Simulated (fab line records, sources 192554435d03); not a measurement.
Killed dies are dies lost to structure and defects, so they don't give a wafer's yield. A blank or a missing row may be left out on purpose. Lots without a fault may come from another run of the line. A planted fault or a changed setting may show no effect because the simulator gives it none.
Which tool did it? | flow n5_finfet | 21 lots, 63 wafers sampled, at 6 steps of a route of 1938

WHAT THE GAUGES READ, wafer by wafer
The record holds no reading of a measuring or inspecting step that can be judged against a usual standard deviation.

WHICH TOOL RAN EACH LOT (tool, then ch and the chambers of the sampled wafers, then the start)
lot  | N5_BEOL_M7_HM_OPEN_17             | N5_BEOL_M7_ETCH_65                 | N5_BEOL_M7_ETCH_66                 | N5_BEOL_M7_STRIP_80                           | N5_BEOL_M8_CURE_74            | N5_BEOL_M8_HM_OPEN_17
L074 | rie_metal-02 ch 0,1, day 9 01:11  | rie_diel-04 ch 0,1,2, day 9 02:01  | rie_diel-04 ch 0,1,2, day 9 02:03  | rie_diel-04 ch 0,1,2, day 9 05:43 or earlier  | uv_cure-02 ch 1, day 9 05:43  | rie_metal-02 ch 0,1, day 9 08:36
L076 | rie_metal-02 ch 1, day 9 04:17    | rie_diel-05 ch 0,1,3, day 9 06:53  | rie_diel-05 ch 0,1,3, day 9 06:55  | rie_diel-05 ch 0,1,3, day 9 10:03 or earlier  | uv_cure-02 ch 2, day 9 10:03  | rie_metal-01 ch 0,1, day 9 12:00
L075 | rie_metal-03 ch 1, day 9 12:58    | rie_diel-06 ch 1,2,3, day 9 14:19  | rie_diel-06 ch 1,2,3, day 9 14:20  | rie_diel-06 ch 1,2,3, day 9 17:29 or earlier  | uv_cure-03 ch 2, day 9 17:29  | rie_metal-03 ch 0,1, day 9 19:22
L077 | rie_metal-01 ch 1, day 9 15:43    | rie_diel-05 ch 1,2, day 9 17:41    | rie_diel-05 ch 1,2, day 9 17:43    | rie_diel-05 ch 1,2, day 9 21:07 or earlier    | uv_cure-03 ch 0, day 9 21:07  | rie_metal-01 ch 1, day 10 01:08
L078 | rie_metal-01 ch 1, day 9 19:22    | rie_diel-06 ch 0,1,3, day 10 00:22 | rie_diel-06 ch 0,1,3, day 10 00:23 | rie_diel-06 ch 0,1,3, day 10 07:03 or earlier | uv_cure-01 ch 0, day 10 07:03 | rie_metal-03 ch 0,1, day 10 09:47
L079 | rie_metal-01 ch 1, day 10 08:26   | rie_diel-05 ch 1,2,3, day 10 09:13 | rie_diel-05 ch 1,2,3, day 10 09:15 | rie_diel-05 ch 1,2,3, day 10 15:26 or earlier | uv_cure-02 ch 2, day 10 15:26 | rie_metal-02 ch 0, day 10 16:58
L081 | rie_metal-01 ch 0,1, day 10 16:20 | rie_diel-05 ch 0,1,3, day 10 17:46 | rie_diel-05 ch 0,1,3, day 10 17:48 | rie_diel-05 ch 0,1,3, day 10 22:37 or earlier | uv_cure-03 ch 2, day 10 22:37 | rie_metal-03 ch 0,1, day 11 00:47
L080 | rie_metal-03 ch 0,1, day 10 16:28 | rie_diel-06 ch 0,2,3, day 10 17:49 | rie_diel-06 ch 0,2,3, day 10 17:50 | rie_diel-06 ch 0,2,3, day 11 00:19 or earlier | uv_cure-02 ch 1, day 11 00:19 | rie_metal-03 ch 0,1, day 11 02:28
L082 | rie_metal-01 ch 0,1, day 11 00:46 | rie_diel-06 ch 0,2,3, day 11 01:29 | rie_diel-06 ch 0,2,3, day 11 01:31 | rie_diel-06 ch 0,2,3, day 11 05:35 or earlier | uv_cure-01 ch 0, day 11 05:35 | rie_metal-03 ch 0,1, day 11 09:18
L083 | rie_metal-03 ch 0,1, day 11 06:31 | rie_diel-05 ch 1,3, day 11 07:35   | rie_diel-05 ch 1,3, day 11 07:36   | rie_diel-05 ch 1,3, day 11 11:25 or earlier   | uv_cure-03 ch 1, day 11 11:25 | rie_metal-02 ch 0, day 11 13:23
L084 | rie_metal-03 ch 0,1, day 11 12:08 | rie_diel-05 ch 0,2,3, day 11 15:40 | rie_diel-05 ch 0,2,3, day 11 15:42 | rie_diel-05 ch 0,2,3, day 11 18:29 or earlier | uv_cure-02 ch 2, day 11 18:29 | rie_metal-02 ch 1, day 11 22:10
L085 | rie_metal-02 ch 0,1, day 11 12:50 | rie_diel-06 ch 1,2,3, day 11 15:43 | rie_diel-06 ch 1,2,3, day 11 15:44 | rie_diel-06 ch 1,2,3, day 11 20:03 or earlier | uv_cure-03 ch 2, day 11 20:03 | rie_metal-02 ch 1, day 11 22:34
L087 | rie_metal-01 ch 0,1, day 12 02:44 | rie_diel-05 ch 0,1,2, day 12 04:01 | rie_diel-05 ch 0,1,2, day 12 04:02 | rie_diel-05 ch 0,1,2, day 12 07:59 or earlier | uv_cure-03 ch 1, day 12 07:59 | rie_metal-01 ch 0,1, day 12 10:50
L088 | rie_metal-03 ch 0,1, day 12 06:46 | rie_diel-04 ch 0,1,2, day 12 08:46 | rie_diel-04 ch 0,1,2, day 12 08:48 | rie_diel-04 ch 0,1,2, day 12 12:16 or earlier | uv_cure-03 ch 0, day 12 12:16 | rie_metal-02 ch 0, day 12 17:43
L090 | rie_metal-03 ch 0,1, day 12 18:23 | rie_diel-06 ch 1,2,3, day 12 22:27 | rie_diel-06 ch 1,2,3, day 12 22:29 | rie_diel-06 ch 1,2,3, day 13 02:02 or earlier | uv_cure-03 ch 0, day 13 02:02 | rie_metal-02 ch 0,1, day 13 03:58
L089 | rie_metal-01 ch 0,1, day 13 04:13 | rie_diel-05 ch 0,1,2, day 13 05:35 | rie_diel-05 ch 0,1,2, day 13 05:37 | rie_diel-05 ch 0,1,2, day 13 08:43 or earlier | uv_cure-02 ch 1, day 13 08:43 | rie_metal-01 ch 0,1, day 13 11:29
L092 | rie_metal-02 ch 0,1, day 13 15:03 | rie_diel-06 ch 0,1,2, day 13 16:04 | rie_diel-06 ch 0,1,2, day 13 16:06 | rie_diel-06 ch 0,1,2, day 13 19:34 or earlier | uv_cure-01 ch 0, day 13 19:34 | rie_metal-03 ch 0,1, day 13 22:52
L095 | rie_metal-03 ch 0,1, day 14 05:36 | rie_diel-06 ch 1,2, day 14 08:17   | rie_diel-06 ch 1,2, day 14 08:19   | rie_diel-06 ch 1,2, day 14 12:06 or earlier   | uv_cure-02 ch 1, day 14 12:06 | rie_metal-03 ch 0,1, day 14 14:27
L091 | rie_metal-01 ch 0,1, day 14 09:14 | rie_diel-06 ch 1,2, day 14 10:05   | rie_diel-06 ch 1,2, day 14 10:07   | rie_diel-06 ch 1,2, day 14 14:32 or earlier   | uv_cure-01 ch 0, day 14 14:32 | rie_metal-03 ch 0,1, day 14 16:20
L094 | rie_metal-02 ch 1, day 14 14:50   | rie_diel-06 ch 1,2,3, day 14 16:34 | rie_diel-06 ch 1,2,3, day 14 16:36 | rie_diel-06 ch 1,2,3, day 14 19:44 or earlier | uv_cure-01 ch 0, day 14 19:44 | rie_metal-02 ch 0,1, day 14 21:26
L096 | rie_metal-01 ch 0,1, day 14 21:25 | rie_diel-05 ch 2,3, day 15 01:01   | rie_diel-05 ch 2,3, day 15 01:03   | rie_diel-05 ch 2,3, day 15 04:42 or earlier   | uv_cure-02 ch 2, day 15 04:42 | rie_metal-03 ch 0,1, day 15 06:43
- N5_BEOL_M7_HM_OPEN_17: chemistry Cl2/BCl3, target TiN, target depth 20 nm, overetch 6 nm.
- N5_BEOL_M7_ETCH_65: etches SiARC in CF4, target depth 15.6 nm, time 26 s.
- N5_BEOL_M7_ETCH_66: etches SOC in N2/H2, target depth 80 nm, overetch 16 nm, time 120 s.
- N5_BEOL_M7_STRIP_80: strips in N2/H2, time 10 s.
- N5_BEOL_M8_CURE_74: cures SiCOH lowk, time 240 s.
- N5_BEOL_M8_HM_OPEN_17: chemistry Cl2/BCl3, target TiN, target depth 20 nm, overetch 6 nm.

WHAT THE TOOLS THEMSELVES READ (means of the sampled wafers that have a number; where no wafer has one, the mark that the record gives instead)
N5_BEOL_M7_HM_OPEN_17.
lot  | tool         | drypump_motor_current_A (A) | mfc_ar_sccm (sccm) | oes_product_au (a.u.) | throttle_valve_pct (%)
L074 | rie_metal-02 | 5.6                         | 25.00              | 0.78                  | 21.93
L076 | rie_metal-02 | 6.3                         | 24.98              | 0.78                  | 22.00
L075 | rie_metal-03 | 5.7                         | 24.99              | 0.84                  | 22.07
L077 | rie_metal-01 | 5.8                         | 25.05              | 0.73                  | 22.09
L078 | rie_metal-01 | 5.7                         | 24.93              | 0.73                  | 22.07
L079 | rie_metal-01 | 5.7                         | 24.97              | 0.73                  | 22.07
L081 | rie_metal-01 | 6.0                         | 25.08              | 0.83                  | 21.78
L080 | rie_metal-03 | 5.6                         | 25.06              | 0.64                  | 22.23
L082 | rie_metal-01 | 5.8                         | 24.98              | 0.77                  | 21.94
L083 | rie_metal-03 | 5.7                         | 24.97              | 0.73                  | 22.15
L084 | rie_metal-03 | 5.7                         | 24.99              | 0.72                  | 22.14
L085 | rie_metal-02 | 5.6                         | 25.00              | 0.76                  | 21.92
L087 | rie_metal-01 | 5.8                         | 25.01              | 0.74                  | 21.97
L088 | rie_metal-03 | 5.7                         | 24.96              | 0.71                  | 22.15
L090 | rie_metal-03 | 5.7                         | 25.01              | 0.72                  | 22.15
L089 | rie_metal-01 | 5.9                         | 25.08              | 0.76                  | 21.82
L092 | rie_metal-02 | 5.9                         | 24.97              | 0.74                  | 21.98
L095 | rie_metal-03 | 5.7                         | 25.07              | 0.71                  | 22.16
L091 | rie_metal-01 | 5.8                         | 24.94              | 0.73                  | 21.97
L094 | rie_metal-02 | 6.3                         | 24.98              | 0.71                  | 22.04
L096 | rie_metal-01 | 5.9                         | 25.07              | 0.76                  | 21.80

N5_BEOL_M7_ETCH_65.
lot  | tool        | drypump_motor_current_A (A) | etch_rf_on_time_s (s) | mfc_ar_sccm (sccm) | oes_product_au (a.u.) | rf_vpp_V (V) | showerhead_plenum_p_Torr (Torr) | throttle_valve_pct (%)
L074 | rie_diel-04 | 5.4                         | 26.7                  | 99.9               | 0.70                  | 184.3        | 2.12                            | 15.68
L076 | rie_diel-05 | 5.6                         | 26.0                  | 100.2              | 0.65                  | 184.7        | 2.14                            | 15.70
L075 | rie_diel-06 | 5.6                         | 26.9                  | 99.9               | 0.70                  | 182.9        | 2.14                            | 15.53
L077 | rie_diel-05 | 5.8                         | 25.1                  | 100.0              | 0.71                  | 184.2        | 2.14                            | 15.51
L078 | rie_diel-06 | 5.4                         | 27.0                  | 100.1              | 0.67                  | 184.0        | 2.15                            | 15.55
L079 | rie_diel-05 | 5.8                         | 25.9                  | 100.4              | 0.66                  | 184.5        | 2.17                            | 15.60
L081 | rie_diel-05 | 5.5                         | 26.4                  | 100.5              | 0.63                  | 185.0        | 2.14                            | 15.73
L080 | rie_diel-06 | 5.1                         | 27.1                  | 100.1              | 0.64                  | 183.6        | 2.09                            | 15.72
L082 | rie_diel-06 | 5.1                         | 26.8                  | 100.2              | 0.65                  | 182.9        | 2.09                            | 15.73
L083 | rie_diel-05 | 5.7                         | 26.5                  | 100.2              | 0.60                  | 185.1        | 2.19                            | 15.75
L084 | rie_diel-05 | 5.6                         | 26.2                  | 99.8               | 0.64                  | 184.4        | 2.14                            | 15.69
L085 | rie_diel-06 | 5.6                         | 26.9                  | 99.8               | 0.68                  | 184.2        | 2.14                            | 15.57
L087 | rie_diel-05 | 5.6                         | 25.7                  | 99.9               | 0.67                  | 183.1        | 2.11                            | 15.62
L088 | rie_diel-04 | 5.4                         | 26.8                  | 99.9               | 0.68                  | 184.3        | 2.12                            | 15.73
L090 | rie_diel-06 | 5.6                         | 27.0                  | 100.1              | 0.67                  | 184.6        | 2.13                            | 15.59
L089 | rie_diel-05 | 5.6                         | 26.0                  | 99.9               | 0.67                  | 183.2        | 2.11                            | 15.63
L092 | rie_diel-06 | 5.6                         | 27.4                  | 99.8               | 0.70                  | 184.4        | 2.14                            | 15.70
L095 | rie_diel-06 | 5.9                         | 27.4                  | 99.9               | 0.63                  | 182.8        | 2.13                            | 15.88
L091 | rie_diel-06 | 6.1                         | 27.1                  | 100.0              | 0.66                  | 185.8        | 2.19                            | 15.69
L094 | rie_diel-06 | 5.6                         | 26.4                  | 99.8               | 0.67                  | 184.3        | 2.13                            | 15.61
L096 | rie_diel-05 | 5.8                         | 25.5                  | 99.9               | 0.73                  | 184.6        | 2.15                            | 15.44

N5_BEOL_M7_ETCH_66.
lot  | tool        | drypump_motor_current_A (A) | oes_product_au (a.u.) | rf_vpp_V (V) | showerhead_plenum_p_Torr (Torr) | throttle_valve_pct (%)
L074 | rie_diel-04 | 5.4                         | 0.64                  | 523.9        | 2.53                            | 17.95
L076 | rie_diel-05 | 5.5                         | 0.58                  | 523.8        | 2.55                            | 17.89
L075 | rie_diel-06 | 5.5                         | 0.64                  | 525.2        | 2.55                            | 17.76
L077 | rie_diel-05 | 5.8                         | 0.62                  | 525.1        | 2.56                            | 17.68
L078 | rie_diel-06 | 5.4                         | 0.62                  | 524.2        | 2.57                            | 17.87
L079 | rie_diel-05 | 5.8                         | 0.59                  | 525.4        | 2.58                            | 17.75
L081 | rie_diel-05 | 5.5                         | 0.57                  | 523.8        | 2.54                            | 17.91
L080 | rie_diel-06 | 5.1                         | 0.59                  | 522.2        | 2.49                            | 18.07
L082 | rie_diel-06 | 5.1                         | 0.59                  | 521.3        | 2.49                            | 18.07
L083 | rie_diel-05 | 5.7                         | 0.55                  | 526.2        | 2.59                            | 17.84
L084 | rie_diel-05 | 5.5                         | 0.57                  | 523.5        | 2.54                            | 17.92
L085 | rie_diel-06 | 5.6                         | 0.62                  | 523.3        | 2.54                            | 17.80
L087 | rie_diel-05 | 5.6                         | 0.60                  | 522.8        | 2.52                            | 17.85
L088 | rie_diel-04 | 5.4                         | 0.61                  | 523.2        | 2.52                            | 17.99
L090 | rie_diel-06 | 5.6                         | 0.61                  | 523.6        | 2.54                            | 17.81
L089 | rie_diel-05 | 5.6                         | 0.60                  | 524.0        | 2.52                            | 17.86
L092 | rie_diel-06 | 5.7                         | 0.64                  | 524.0        | 2.54                            | 17.96
L095 | rie_diel-06 | 5.8                         | 0.59                  | 523.1        | 2.51                            | 17.99
L091 | rie_diel-06 | 6.1                         | 0.61                  | 525.1        | 2.59                            | 17.80
L094 | rie_diel-06 | 5.6                         | 0.61                  | 523.1        | 2.53                            | 17.83
L096 | rie_diel-05 | 5.7                         | 0.65                  | 524.3        | 2.57                            | 17.63

N5_BEOL_M7_STRIP_80.
lot  | tool        | drypump_motor_current_A (A) | oes_product_au (a.u.) | rf_vpp_V (V) | showerhead_plenum_p_Torr (Torr) | throttle_valve_pct (%)
L074 | rie_diel-04 | 5.4                         | 0.84                  | 58.1         | 2.53                            | 23.8
L076 | rie_diel-05 | 5.5                         | 0.75                  | 59.2         | 2.54                            | 23.7
L075 | rie_diel-06 | 5.6                         | 0.83                  | 59.6         | 2.54                            | 23.6
L077 | rie_diel-05 | 5.8                         | 0.81                  | 59.9         | 2.56                            | 23.4
L078 | rie_diel-06 | 5.4                         | 0.80                  | 59.1         | 2.57                            | 23.7
L079 | rie_diel-05 | 5.7                         | 0.77                  | 59.2         | 2.57                            | 23.4
L081 | rie_diel-05 | 5.5                         | 0.75                  | 58.8         | 2.54                            | 23.7
L080 | rie_diel-06 | 5.1                         | 0.77                  | 58.6         | 2.48                            | 24.0
L082 | rie_diel-06 | 5.1                         | 0.77                  | 58.5         | 2.48                            | 24.0
L083 | rie_diel-05 | 5.7                         | 0.70                  | 58.8         | 2.59                            | 23.5
L084 | rie_diel-05 | 5.6                         | 0.74                  | 59.0         | 2.54                            | 23.7
L085 | rie_diel-06 | 5.6                         | 0.82                  | 58.9         | 2.54                            | 23.6
L087 | rie_diel-05 | 5.6                         | 0.78                  | 60.1         | 2.51                            | 23.7
L088 | rie_diel-04 | 5.4                         | 0.80                  | 59.0         | 2.52                            | 23.8
L090 | rie_diel-06 | 5.6                         | 0.80                  | 59.9         | 2.53                            | 23.6
L089 | rie_diel-05 | 5.6                         | 0.78                  | 58.8         | 2.51                            | 23.6
L092 | rie_diel-06 | 5.6                         | 0.85                  | 59.4         | 2.54                            | 23.8
L095 | rie_diel-06 | 5.9                         | 0.76                  | 58.7         | 2.51                            | 23.8
L091 | rie_diel-06 | 6.1                         | 0.79                  | 58.6         | 2.59                            | 23.6
L094 | rie_diel-06 | 5.6                         | 0.79                  | 59.3         | 2.53                            | 23.7
L096 | rie_diel-05 | 5.8                         | 0.85                  | 59.5         | 2.57                            | 23.4

N5_BEOL_M8_CURE_74.
lot  | tool       | lamp_power_pct (%) | wafer_temp_C_max
L074 | uv_cure-02 | 52.33              | 386.9
L076 | uv_cure-02 | 52.35              | 386.8
L075 | uv_cure-03 | 52.31              | 386.5
L077 | uv_cure-03 | 52.35              | 385.8
L078 | uv_cure-01 | 52.35              | 386.0
L079 | uv_cure-02 | 52.34              | 386.9
L081 | uv_cure-03 | 52.29              | 386.5
L080 | uv_cure-02 | 52.35              | 387.1
L082 | uv_cure-01 | 52.30              | 386.3
L083 | uv_cure-03 | 52.33              | 387.5
L084 | uv_cure-02 | 52.27              | 387.0
L085 | uv_cure-03 | 52.34              | 386.9
L087 | uv_cure-03 | 52.33              | 387.0
L088 | uv_cure-03 | 52.33              | 385.9
L090 | uv_cure-03 | 52.31              | 385.7
L089 | uv_cure-02 | 52.35              | 386.3
L092 | uv_cure-01 | 52.34              | 385.9
L095 | uv_cure-02 | 52.34              | 386.7
L091 | uv_cure-01 | 52.29              | 386.1
L094 | uv_cure-01 | 52.30              | 386.4
L096 | uv_cure-02 | 52.28              | 387.0

N5_BEOL_M8_HM_OPEN_17.
lot  | tool         | drypump_motor_current_A (A) | mfc_ar_sccm (sccm) | oes_product_au (a.u.) | throttle_valve_pct (%)
L074 | rie_metal-02 | 5.6                         | 24.98              | 0.79                  | 21.93
L076 | rie_metal-01 | 6.0                         | 24.94              | 0.60                  | 21.87
L075 | rie_metal-03 | 5.6                         | 25.11              | 0.66                  | 22.21
L077 | rie_metal-01 | 5.7                         | 25.00              | 0.73                  | 22.08
L078 | rie_metal-03 | 5.7                         | 25.12              | 0.66                  | 22.22
L079 | rie_metal-02 | 5.2                         | 24.94              | 0.77                  | 21.90
L081 | rie_metal-03 | 5.7                         | 25.02              | 0.65                  | 22.22
L080 | rie_metal-03 | 5.7                         | 24.99              | 0.65                  | 22.20
L082 | rie_metal-03 | 5.7                         | 25.14              | 0.73                  | 22.13
L083 | rie_metal-02 | 5.2                         | 25.06              | 0.76                  | 21.90
L084 | rie_metal-02 | 6.3                         | 25.01              | 0.74                  | 22.03
L085 | rie_metal-02 | 6.3                         | 25.05              | 0.74                  | 22.03
L087 | rie_metal-01 | 5.8                         | 24.98              | 0.74                  | 21.96
L088 | rie_metal-02 | 5.2                         | 25.00              | 0.75                  | 21.92
L090 | rie_metal-02 | 5.9                         | 25.06              | 0.75                  | 21.97
L089 | rie_metal-01 | 5.9                         | 25.03              | 0.77                  | 21.80
L092 | rie_metal-03 | 5.7                         | 24.99              | 0.64                  | 22.24
L095 | rie_metal-03 | 5.7                         | 24.92              | 0.69                  | 22.17
L091 | rie_metal-03 | 5.7                         | 25.06              | 0.70                  | 22.16
L094 | rie_metal-02 | 5.6                         | 25.01              | 0.73                  | 21.96
L096 | rie_metal-03 | 5.6                         | 24.96              | 0.62                  | 22.24

THE ANSWER, worked out from the rows above alone
Rule: what is usual is taken from the lots themselves. Put in order of their means at a reading, lots are off if they are a third of the lots or fewer, leave a main group of 4 or more, and stand apart from it by a gap of 3 or more times the standard deviation of the main group's means; of several such gaps the widest counts. A main group whose means are all the same, to the digits that the tables above print for the reading, isn't used. A lot without any number at a reading at which 4 lots or more have one is off too. The other lots that the step has rows for count as sound. The gauges are gone through in route order, then the tools' own readings, and for those a lot's mean is taken as printed above. The first step at which some lot is off is used, and at that step the reading that is off furthest; a lot without a number counts as furthest.
No lot is off at any reading shown: from this, nothing can be told.

WHAT THE SIMULATOR HAD PUT IN
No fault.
